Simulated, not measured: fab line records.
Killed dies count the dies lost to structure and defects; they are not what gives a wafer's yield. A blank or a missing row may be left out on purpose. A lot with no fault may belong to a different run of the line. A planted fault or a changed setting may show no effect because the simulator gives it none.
fab line records	flow nand-harc	part 1 of 2: steps 1 to 28 of 39
[record] lots = 5	wafers = 15	last-day = 23
route steps=1159 shown P_GATE@165
lots that met no fault: taken from a fault-free run of the same line
start-h: the number of hours between the record's first day and the start of the first shown wafer of the lot	wait-h: time in hours since the lot's previous step	" as in the row above	L1.1+2: one row covering several wafers at once	- no value, or no start was given	* or withheld: withheld	< > ~ a bound
route shown NAME@n: names a module that has steps shown in the file, with the first one's number in the route	usual: mean/standard deviation of fault-free wafers	same: alike in all rows	chamber/n: place in a boat	sites: each site's reading	_std_site: standard deviation of those values	_edge_site: inner sites' mean taken away from outer sites' mean	radius-mm: how far each site lies from the wafer's centre	mask NAME#n: copy n	behind: tool/chamber where the wafer was last shaped	hold: why the lot was held/for how many hours/how that ended	device: which transistor (n, p or np) failed to switch	end of line: the route-end tests of the same wafers	a step without rows: its recipe alone	killed: dies lost to structure and defects at the first sort, not the wafer's yield	map: shows each die of a wafer: x if killed, . if not, _ if none is there
set.NAME: the setting the step ran with; set.NAME@STEP: the setting that earlier step ran with	model.NAME: the simulator's own value behind a step, which no gauge read
a table for each step, a row for each wafer; lots at some steps of the route
services: a tool's chamber out of use, with start hour (start-h, from the record's first day; less than 0 if before it), hours out, and reason
[[steps]]
[step NHARC_P_GATE_SOFTBAKE_41]
[recipe] temp-c = 122	time-s = 95
[usual] plate-temp-C = 121.99/0.13
lot.wafer	tool	chamber	start-h	wait-h	plate-temp-C
L075.3	litho-track-02	0	-	-	122.10
L075.5	"	0	"	"	122.15
L075.6	"	0	"	"	122.20
L077.1	litho-track-02	0	-	-	121.77
L077.2	"	0	"	"	121.96
L077.4	"	0	"	"	121.82
L081.1	litho-track-07	0	-	-	121.87
L081.4	"	0	"	"	122.00
L081.6	"	0	"	"	121.94
L089.2	litho-track-02	0	-	-	122.00
L089.3	"	0	"	"	121.90
L089.6	"	0	"	"	121.93
L092.1	litho-track-05	0	-	-	121.94
L092.2	"	0	"	"	122.03
L092.6	"	0	"	"	121.93
[step NHARC_P_GATE_EBR_42]
lot.wafer	tool	chamber	start-h	wait-h
L075.3+5+6	litho-track-02	0	-	-
L077.1+2+4	litho-track-02	0	-	-
L081.1+4+6	litho-track-07	0	-	-
L089.2+3+6	litho-track-02	0	-	-
L092.1+2+6	litho-track-05	0	-	-
[step NHARC_P_GATE_EXPOSE_43]
[recipe] na = 0.6	target-cd-nm = 720	dose-mj = 14.81	mask-id = P_NSD
[usual] focus-offset-nm = 0.0/0.52	reticle-temp-C = 22.99/0.1
lot.wafer	tool	chamber	start-h	wait-h	mask	focus-offset-nm	reticle-temp-C
L075.3	krf-scanner-02	0	115.27	-	P_NSD#0	-0.1	23.01
L075.5	"	0	"	"	P_NSD#0	0.7	22.91
L075.6	"	0	"	"	P_NSD#0	-0.8	23.03
L077.1	krf-scanner-04	0	131.41	-	P_NSD#0	-0.2	22.92
L077.2	"	0	"	"	P_NSD#0	-0.7	23.07
L077.4	"	0	"	"	P_NSD#0	-0.4	22.88
L081.1	krf-scanner-04	0	138.65	-	P_NSD#0	-0.2	22.86
L081.4	"	0	"	"	P_NSD#0	-0.2	22.96
L081.6	"	0	"	"	P_NSD#0	-0.2	22.94
L089.2	krf-scanner-01	0	194.16	-	P_NSD#0	0.3	22.87
L089.3	"	0	"	"	P_NSD#0	1.2	23.05
L089.6	"	0	"	"	P_NSD#0	0.0	22.84
L092.1	krf-scanner-02	0	214.00	-	P_NSD#0	0.4	22.92
L092.2	"	0	"	"	P_NSD#0	0.5	22.86
L092.6	"	0	"	"	P_NSD#0	0.5	22.89
[step NHARC_P_GATE_PEB_44]
[recipe] peb-temp-c = 118	peb-time-s = 85
[usual] plate-temp-C = 117.99/0.15
lot.wafer	tool	chamber	start-h	wait-h	plate-temp-C
L075.3	litho-track-02	0	115.32	0.0	118.04
L075.5	"	0	"	"	118.06
L075.6	"	0	"	"	118.07
L077.1	litho-track-05	0	131.48	0.1	117.81
L077.2	"	0	"	"	117.91
L077.4	"	0	"	"	117.97
L081.1	litho-track-07	0	138.72	0.1	117.92
L081.4	"	0	"	"	117.95
L081.6	"	0	"	"	117.81
L089.2	litho-track-02	0	194.22	0.1	117.79
L089.3	"	0	"	"	117.76
L089.6	"	0	"	"	117.85
L092.1	litho-track-05	0	214.07	0.1	118.06
L092.2	"	0	"	"	118.00
L092.6	"	0	"	"	117.79
[step NHARC_P_GATE_DEVELOP_45]
[recipe] time-s = 70
lot.wafer	tool	chamber	start-h	wait-h
L075.3+5+6	litho-track-02	0	-	-
L077.1+2+4	litho-track-05	0	-	-
L081.1+4+6	litho-track-07	0	-	-
L089.2+3+6	litho-track-02	0	-	-
L092.1+2+6	litho-track-05	0	-	-
[step NHARC_P_GATE_CD_MEAS_46]
[recipe] target-cd-nm = 720	landing-energy-ev = 500
[usual] cd-nm = 719.7/1.7
lot.wafer	tool	chamber	start-h	wait-h	cd-nm
L075.3	cd-sem-02	0	115.42	-	722.1
L075.5	"	0	"	"	721.0
L075.6	"	0	"	"	722.1
L077.1	cd-sem-01	0	131.57	-	719.6
L077.2	"	0	"	"	718.9
L077.4	"	0	"	"	718.9
L081.1	cd-sem-01	0	138.81	-	720.9
L081.4	"	0	"	"	721.2
L081.6	"	0	"	"	721.4
L089.2	cd-sem-01	0	194.31	-	720.2
L089.3	"	0	"	"	721.0
L089.6	"	0	"	"	721.1
L092.1	cd-sem-02	0	214.16	-	717.0
L092.2	"	0	"	"	718.7
L092.6	"	0	"	"	718.5
[step NHARC_P_GATE_HARDBAKE_47]
[recipe] temp-c = 125	time-s = 80
[usual] plate-temp-C = 125.01/0.13
lot.wafer	tool	chamber	start-h	wait-h	plate-temp-C
L075.3	litho-track-07	0	115.50	-	124.83
L075.5	"	0	"	"	125.04
L075.6	"	0	"	"	124.78
L077.1	litho-track-07	0	131.65	-	125.05
L077.2	"	0	"	"	125.13
L077.4	"	0	"	"	124.92
L081.1	litho-track-05	0	138.89	-	125.22
L081.4	"	0	"	"	124.90
L081.6	"	0	"	"	124.99
L089.2	litho-track-05	0	194.39	-	124.82
L089.3	"	0	"	"	124.94
L089.6	"	0	"	"	124.87
L092.1	litho-track-07	0	214.24	-	125.09
L092.2	"	0	"	"	125.05
L092.6	"	0	"	"	125.20
[step NHARC_P_GATE_DESCUM_48]
[recipe] time-s = 3	o2-flow-sccm = 200	ar-flow-sccm = 0	bias-power-w = 0	chemistry = O2
[usual] drypump-motor-current-A = 5.7/0.46	oes-product-au = 0.997/0.0082	rf-vpp-V = 57.7/0.93	showerhead-plenum-p-Torr = 1.92/0.1	throttle-valve-pct = 11.311/0.0089
lot.wafer	tool	chamber	start-h	wait-h	drypump-motor-current-A	oes-product-au	rf-hours-counter-h	rf-vpp-V	showerhead-plenum-p-Torr	throttle-valve-pct
L075.3	rie-diel-06	3	115.61	-	6.4	0.979	10	58.0	1.91	11.307
L075.6	"	2	"	"	5.3	0.996	-	58.3	2.06	11.302
L075.5	"	3	"	"	6.4	0.993	-	59.2	1.91	11.316
L077.2	rie-diel-06	1	131.73	-	5.4	1.002	11	57.7	1.94	11.300
L077.4	"	3	"	"	6.4	0.994	12	56.9	1.91	11.322
L077.1	"	0	"	"	5.5	0.983	9	57.0	1.78	11.321
L081.4	rie-diel-06	2	138.98	-	5.3	0.994	12	58.5	2.06	11.324
L081.1	"	0	"	"	5.5	0.995	10	56.7	1.78	11.316
L081.6	"	2	"	"	5.3	1.004	-	57.7	2.05	11.307
L089.2	rie-diel-06	1	194.48	-	5.4	1.008	22	58.8	1.93	11.325
L089.3	"	2	"	"	5.3	1.012	23	57.9	2.05	11.311
L089.6	"	1	"	"	5.4	0.997	-	57.6	1.93	11.302
L092.1	rie-diel-06	0	214.34	-	5.5	1.001	26	55.3	1.77	11.314
L092.2	"	1	"	"	5.4	1.005	27	58.9	1.93	11.325
L092.6	"	2	"	"	5.3	1.006	-	59.0	2.05	11.304
[step NHARC_P_GATE_IMPLANT_49]
[recipe] energy-kev = 30	dose-cm2 = 3e+15	tilt-deg = 7
lot.wafer	tool	chamber	start-h	wait-h
L075.3+5+6	implanter-02	0	115.81	0.2
L077.1+2+4	implanter-01	0	131.87	0.1
L081.1+4+6	implanter-02	0	139.11	0.1
L089.2+3+6	implanter-02	0	194.64	0.2
L092.1+2+6	implanter-01	0	214.46	0.1
[step NHARC_P_GATE_STRIP_111]
[recipe] power-w = 1500	temp-c = 110	time-s = 250	chemistry = N2/H2
[usual] drypump-motor-current-A = 5.6/0.42	heater-power-w = 82/11
lot.wafer	tool	chamber	start-h	wait-h	drypump-motor-current-A	heater-power-w	rf-hours-counter-h
L075.3	plasma-asher-02	0	116.12	0.3	5.2	80	-
L075.5	"	1	"	"	5.8	82	-
L075.6	"	0	"	"	5.3	81	-
L077.2	plasma-asher-01	1	132.10	0.2	6.1	100	8
L077.1	"	0	"	"	5.1	69	8
L077.4	"	0	"	"	5.1	67	-
L081.1	plasma-asher-02	0	139.34	0.2	5.3	77	40
L081.4	"	1	"	"	5.8	81	-
L081.6	"	1	"	"	5.8	78	-
L089.2	plasma-asher-01	1	194.95	0.3	6.1	99	30
L089.3	"	0	"	"	5.1	69	-
L089.6	"	0	"	"	5.1	70	-
L092.1	plasma-asher-01	1	214.69	0.2	6.2	96	37
L092.2	"	0	"	"	5.1	69	37
L092.6	"	1	"	"	6.1	100	-
[step NHARC_P_GATE_STRIP_75]
[recipe] power-w = 1500	temp-c = 250	chemistry = O2
[usual] drypump-motor-current-A = 5.6/0.42	heater-power-w = 307/40
lot.wafer	tool	chamber	start-h	wait-h	drypump-motor-current-A	heater-power-w	rf-hours-counter-h
L075.3	plasma-asher-02	0	116.31	0.1	5.3	295	-
L075.5	"	1	"	"	5.8	303	-
L075.6	"	0	"	"	5.3	300	-
L077.2	plasma-asher-01	1	132.40	0.3	6.2	383	9
L077.1	"	0	"	"	5.1	254	9
L077.4	"	0	"	"	5.1	266	-
L081.1	plasma-asher-02	0	139.64	0.2	5.3	296	40
L081.4	"	1	"	"	5.8	302	-
L081.6	"	1	"	"	5.8	302	-
L089.2	plasma-asher-01	1	195.26	0.3	6.2	364	30
L089.3	"	0	"	"	5.1	258	-
L089.6	"	0	"	"	5.1	260	-
L092.1	plasma-asher-01	1	214.99	0.3	6.2	366	37
L092.2	"	0	"	"	5.1	260	37
L092.6	"	1	"	"	6.1	364	-
[step NHARC_P_GATE_STRIP_50]
[recipe] time-s = 900	temp-c = 130	chemistry = SPM
lot.wafer	tool	chamber	start-h	wait-h
L075.5+3+6	wet-bench-04	3,5,6	116.43	0.1
L077.4+1+2	wet-bench-09	4,5,6	132.55	0.1
L081.4+1+6	wet-bench-09	2,3,6	139.78	0.1
L089.2+6+3	wet-bench-09	0,3,4	195.43	0.2
L092.2+6+1	wet-bench-04	7,1,4	215.14	0.1
[step NHARC_P_GATE_DEHYDRATE_51]
[recipe] temp-c = 150	time-s = 120
[usual] plate-temp-C = 149.99/0.13
lot.wafer	tool	chamber	start-h	wait-h	plate-temp-C
L075.3	litho-track-05	0	116.77	-	149.98
L075.5	"	0	"	"	149.80
L075.6	"	0	"	"	149.81
L077.1	litho-track-05	0	132.89	-	150.00
L077.2	"	0	"	"	150.04
L077.4	"	0	"	"	149.95
L081.1	litho-track-05	0	140.13	-	149.81
L081.4	"	0	"	"	150.04
L081.6	"	0	"	"	149.96
L089.2	litho-track-02	0	195.82	-	150.03
L089.3	"	0	"	"	150.08
L089.6	"	0	"	"	150.16
L092.1	litho-track-05	0	215.49	-	150.03
L092.2	"	0	"	"	149.95
L092.6	"	0	"	"	149.95
[step NHARC_P_GATE_HMDS_52]
[recipe] time-s = 30
lot.wafer	tool	chamber	start-h	wait-h
L075.3+5+6	litho-track-05	0	-	-
L077.1+2+4	litho-track-05	0	-	-
L081.1+4+6	litho-track-05	0	-	-
L089.2+3+6	litho-track-02	0	-	-
L092.1+2+6	litho-track-05	0	-	-
[step NHARC_P_GATE_COAT_53]
[recipe] spin-rpm = 3000
[usual] spin-speed-rpm = 2999.4/1.8
lot.wafer	tool	chamber	start-h	wait-h	spin-speed-rpm
L075.3	litho-track-05	0	-	-	3000.5
L075.5	"	0	"	"	3001.3
L075.6	"	0	"	"	3001.3
L077.1	litho-track-05	0	-	-	2999.3
L077.2	"	0	"	"	2998.7
L077.4	"	0	"	"	2999.2
L081.1	litho-track-05	0	-	-	2998.6
L081.4	"	0	"	"	3000.6
L081.6	"	0	"	"	2999.8
L089.2	litho-track-02	0	-	-	3000.8
L089.3	"	0	"	"	2998.5
L089.6	"	0	"	"	2997.8
L092.1	litho-track-05	0	-	-	2999.2
L092.2	"	0	"	"	3000.2
L092.6	"	0	"	"	2999.8
[step NHARC_P_GATE_SOFTBAKE_54]
[recipe] temp-c = 122	time-s = 95
[usual] plate-temp-C = 122.00/0.16
lot.wafer	tool	chamber	start-h	wait-h	plate-temp-C
L075.3	litho-track-05	0	-	-	121.88
L075.5	"	0	"	"	121.95
L075.6	"	0	"	"	122.23
L077.1	litho-track-05	0	-	-	122.11
L077.2	"	0	"	"	122.03
L077.4	"	0	"	"	121.91
L081.1	litho-track-05	0	-	-	122.03
L081.4	"	0	"	"	122.10
L081.6	"	0	"	"	122.14
L089.2	litho-track-02	0	-	-	121.97
L089.3	"	0	"	"	122.20
L089.6	"	0	"	"	122.10
L092.1	litho-track-05	0	-	-	122.21
L092.2	"	0	"	"	121.86
L092.6	"	0	"	"	122.21
[step NHARC_P_GATE_EBR_55]
lot.wafer	tool	chamber	start-h	wait-h
L075.3+5+6	litho-track-05	0	-	-
L077.1+2+4	litho-track-05	0	-	-
L081.1+4+6	litho-track-05	0	-	-
L089.2+3+6	litho-track-02	0	-	-
L092.1+2+6	litho-track-05	0	-	-
[step NHARC_P_GATE_EXPOSE_56]
[recipe] na = 0.6	target-cd-nm = 720	dose-mj = 14.81	mask-id = P_PSD
[usual] focus-offset-nm = 0.0/0.55	reticle-temp-C = 23.01/0.11
lot.wafer	tool	chamber	start-h	wait-h	mask	focus-offset-nm	reticle-temp-C
L075.3	krf-scanner-01	0	116.93	-	P_PSD#0	0.4	22.80
L075.5	"	0	"	"	P_PSD#0	0.8	22.97
L075.6	"	0	"	"	P_PSD#0	1.2	22.98
L077.1	krf-scanner-02	0	133.16	-	P_PSD#0	-0.1	22.92
L077.2	"	0	"	"	P_PSD#0	-0.2	22.95
L077.4	"	0	"	"	P_PSD#0	-0.8	22.84
L081.1	krf-scanner-02	0	140.40	-	P_PSD#0	-0.3	23.08
L081.4	"	0	"	"	P_PSD#0	0.3	23.01
L081.6	"	0	"	"	P_PSD#0	-0.2	23.16
L089.2	krf-scanner-02	0	195.97	-	P_PSD#0	-0.1	23.15
L089.3	"	0	"	"	P_PSD#0	1.1	23.17
L089.6	"	0	"	"	P_PSD#0	-0.5	22.98
L092.1	krf-scanner-02	0	215.76	-	P_PSD#0	0.1	23.00
L092.2	"	0	"	"	P_PSD#0	-0.2	22.90
L092.6	"	0	"	"	P_PSD#0	0.8	22.96
[step NHARC_P_GATE_PEB_57]
[recipe] peb-temp-c = 118	peb-time-s = 85
[usual] plate-temp-C = 118.00/0.13
lot.wafer	tool	chamber	start-h	wait-h	plate-temp-C
L075.3	litho-track-02	0	116.98	0.1	117.79
L075.5	"	0	"	"	118.07
L075.6	"	0	"	"	117.91
L077.1	litho-track-02	0	133.23	0.1	118.09
L077.2	"	0	"	"	118.20
L077.4	"	0	"	"	118.04
L081.1	litho-track-05	0	140.48	0.1	117.94
L081.4	"	0	"	"	117.85
L081.6	"	0	"	"	118.06
L089.2	litho-track-07	0	196.03	0.1	118.06
L089.3	"	0	"	"	118.13
L089.6	"	0	"	"	118.01
L092.1	litho-track-05	0	215.82	0.1	117.99
L092.2	"	0	"	"	118.14
L092.6	"	0	"	"	117.97
[step NHARC_P_GATE_DEVELOP_58]
[recipe] time-s = 70
lot.wafer	tool	chamber	start-h	wait-h
L075.3+5+6	litho-track-02	0	-	-
L077.1+2+4	litho-track-02	0	-	-
L081.1+4+6	litho-track-05	0	-	-
L089.2+3+6	litho-track-07	0	-	-
L092.1+2+6	litho-track-05	0	-	-
[step NHARC_P_GATE_CD_MEAS_59]
[recipe] target-cd-nm = 720	landing-energy-ev = 500
[usual] cd-nm = 720.7/1.6
lot.wafer	tool	chamber	start-h	wait-h	cd-nm
L075.3	cd-sem-03	0	117.08	-	719.2
L075.5	"	0	"	"	718.6
L075.6	"	0	"	"	720.6
L077.1	cd-sem-03	0	133.32	-	721.9
L077.2	"	0	"	"	721.2
L077.4	"	0	"	"	720.3
L081.1	cd-sem-03	0	140.57	-	722.2
L081.4	"	0	"	"	718.2
L081.6	"	0	"	"	718.4
L089.2	cd-sem-01	0	196.13	-	720.9
L089.3	"	0	"	"	716.8
L089.6	"	0	"	"	722.0
L092.1	cd-sem-01	0	215.91	-	719.4
L092.2	"	0	"	"	720.5
L092.6	"	0	"	"	721.5
[step NHARC_P_GATE_HARDBAKE_60]
[recipe] temp-c = 125	time-s = 80
[usual] plate-temp-C = 124.99/0.16
lot.wafer	tool	chamber	start-h	wait-h	plate-temp-C
L075.3	litho-track-07	0	117.16	-	124.88
L075.5	"	0	"	"	124.92
L075.6	"	0	"	"	125.10
L077.1	litho-track-02	0	133.40	-	124.98
L077.2	"	0	"	"	125.15
L077.4	"	0	"	"	125.13
L081.1	litho-track-05	0	140.65	-	125.13
L081.4	"	0	"	"	125.34
L081.6	"	0	"	"	125.17
L089.2	litho-track-02	0	196.21	-	125.23
L089.3	"	0	"	"	125.00
L089.6	"	0	"	"	124.58
L092.1	litho-track-05	0	215.99	-	125.06
L092.2	"	0	"	"	124.73
L092.6	"	0	"	"	124.89
[step NHARC_P_GATE_DESCUM_61]
[recipe] time-s = 3	o2-flow-sccm = 200	ar-flow-sccm = 0	bias-power-w = 0	chemistry = O2
[usual] drypump-motor-current-A = 5.7/0.45	oes-product-au = 0.996/0.0081	rf-vpp-V = 57.9/0.77	showerhead-plenum-p-Torr = 1.90/0.1	throttle-valve-pct = 11.309/0.0083
lot.wafer	tool	chamber	start-h	wait-h	drypump-motor-current-A	oes-product-au	rf-hours-counter-h	rf-vpp-V	showerhead-plenum-p-Torr	throttle-valve-pct
L075.3	rie-diel-11	3	117.24	-	5.5	0.991	36	58.3	1.99	11.307
L075.6	"	2	"	"	5.9	1.004	-	58.0	1.78	11.312
L075.5	"	3	"	"	5.5	0.982	-	59.0	1.99	11.311
L077.2	rie-diel-06	3	133.48	-	6.4	0.994	13	57.6	1.91	11.295
L077.1	"	0	"	"	5.5	0.982	10	58.6	1.78	11.301
L077.4	"	2	"	"	5.3	0.995	12	58.9	2.06	11.322
L081.4	rie-diel-06	3	140.76	-	6.4	0.988	13	57.0	1.91	11.316
L081.1	"	1	"	"	5.4	0.992	12	57.7	1.93	11.316
L081.6	"	0	"	"	5.5	0.979	-	56.9	1.78	11.293
L089.2	rie-diel-06	1	196.30	-	5.4	1.005	23	58.4	1.93	11.304
L089.3	"	0	"	"	5.5	1.013	21	57.1	1.77	11.304
L089.6	"	1	"	"	5.4	0.993	-	58.3	1.93	11.301
L092.2	rie-diel-11	1	216.09	-	5.9	1.003	7	57.2	1.82	11.309
L092.1	"	3	"	"	5.5	1.005	7	57.7	1.98	11.316
L092.6	"	0	"	"	6.5	0.995	-	58.4	2.07	11.314
[step NHARC_P_GATE_IMPLANT_62]
[recipe] energy-kev = 20	dose-cm2 = 3e+15	tilt-deg = 7
lot.wafer	tool	chamber	start-h	wait-h
L075.3+5+6	implanter-02	0	117.44	0.2
L077.1+2+4	implanter-02	0	133.63	0.1
L081.1+4+6	implanter-01	0	140.91	0.1
L089.2+3+6	implanter-01	0	196.47	0.2
L092.1+2+6	implanter-01	0	216.25	0.1
[step NHARC_P_GATE_STRIP_112]
[recipe] power-w = 1500	temp-c = 110	time-s = 200	chemistry = N2/H2
[usual] drypump-motor-current-A = 5.6/0.42	heater-power-w = 82/11
lot.wafer	tool	chamber	start-h	wait-h	drypump-motor-current-A	heater-power-w	rf-hours-counter-h
L075.3	plasma-asher-01	0	117.73	0.3	5.1	69	-
L075.5	"	1	"	"	6.1	99	-
L075.6	"	0	"	"	5.1	71	-
L077.2	plasma-asher-01	0	133.85	0.2	5.1	70	9
L077.1	"	1	"	"	6.1	98	9
L077.4	"	1	"	"	6.1	98	-
L081.1	plasma-asher-02	1	141.13	0.2	5.8	82	40
L081.4	"	1	"	"	5.8	82	-
L081.6	"	1	"	"	5.8	81	-
L089.2	plasma-asher-01	1	196.66	0.2	6.2	99	31
L089.3	"	0	"	"	5.1	68	-
L089.6	"	1	"	"	6.2	100	-
L092.1	plasma-asher-02	0	216.47	0.2	5.3	77	8
L092.2	"	1	"	"	5.8	81	8
L092.6	"	0	"	"	5.3	78	-
[step NHARC_P_GATE_STRIP_76]
[recipe] power-w = 1500	temp-c = 250	chemistry = O2
[usual] drypump-motor-current-A = 5.6/0.42	heater-power-w = 308/41
lot.wafer	tool	chamber	start-h	wait-h	drypump-motor-current-A	heater-power-w	rf-hours-counter-h
L075.3	plasma-asher-01	0	117.90	0.1	5.1	253	-
L075.5	"	1	"	"	6.1	363	-
L075.6	"	0	"	"	5.1	260	-
L077.2	plasma-asher-01	0	134.11	0.2	5.1	255	9
L077.1	"	1	"	"	6.1	373	9
L077.4	"	1	"	"	6.2	379	-
L081.1	plasma-asher-02	1	141.39	0.2	5.8	310	41
L081.4	"	1	"	"	5.9	303	-
L081.6	"	1	"	"	5.8	307	-
L089.2	plasma-asher-01	1	196.93	0.2	6.2	369	31
L089.3	"	0	"	"	5.1	262	-
L089.6	"	1	"	"	6.2	375	-
L092.1	plasma-asher-02	0	216.73	0.2	5.3	292	8
L092.2	"	1	"	"	5.8	306	8
L092.6	"	0	"	"	5.3	294	-
[step NHARC_P_GATE_STRIP_63]
[recipe] time-s = 900	temp-c = 130	chemistry = SPM
lot.wafer	tool	chamber	start-h	wait-h
L075.6+5+3	wet-bench-07	3,4,0	118.01	0.1
L077.2+4+1	wet-bench-04	4,5,7	134.27	0.1
L081.6+4+1	wet-bench-07	2,6,7	141.53	0.1
L089.3+6+2	wet-bench-09	6,7,1	197.07	0.1
L092.1+6+2	wet-bench-04	1,2,4	216.88	0.1
[step NHARC_P_GATE_DEHYDRATE_83]
[recipe] temp-c = 150	time-s = 120
[usual] plate-temp-C = 149.99/0.14
lot.wafer	tool	chamber	start-h	wait-h	plate-temp-C
L075.3	litho-track-05	0	118.36	-	149.90
L075.5	"	0	"	"	149.94
L075.6	"	0	"	"	149.94
L077.1	litho-track-02	0	134.60	-	150.07
L077.2	"	0	"	"	150.05
L077.4	"	0	"	"	149.95
L081.1	litho-track-07	0	141.88	-	150.00
L081.4	"	0	"	"	150.04
L081.6	"	0	"	"	150.29
L089.2	litho-track-07	0	197.48	-	150.01
L089.3	"	0	"	"	149.92
L089.6	"	0	"	"	149.76
L092.1	litho-track-07	0	217.22	-	149.94
L092.2	"	0	"	"	149.84
L092.6	"	0	"	"	149.63
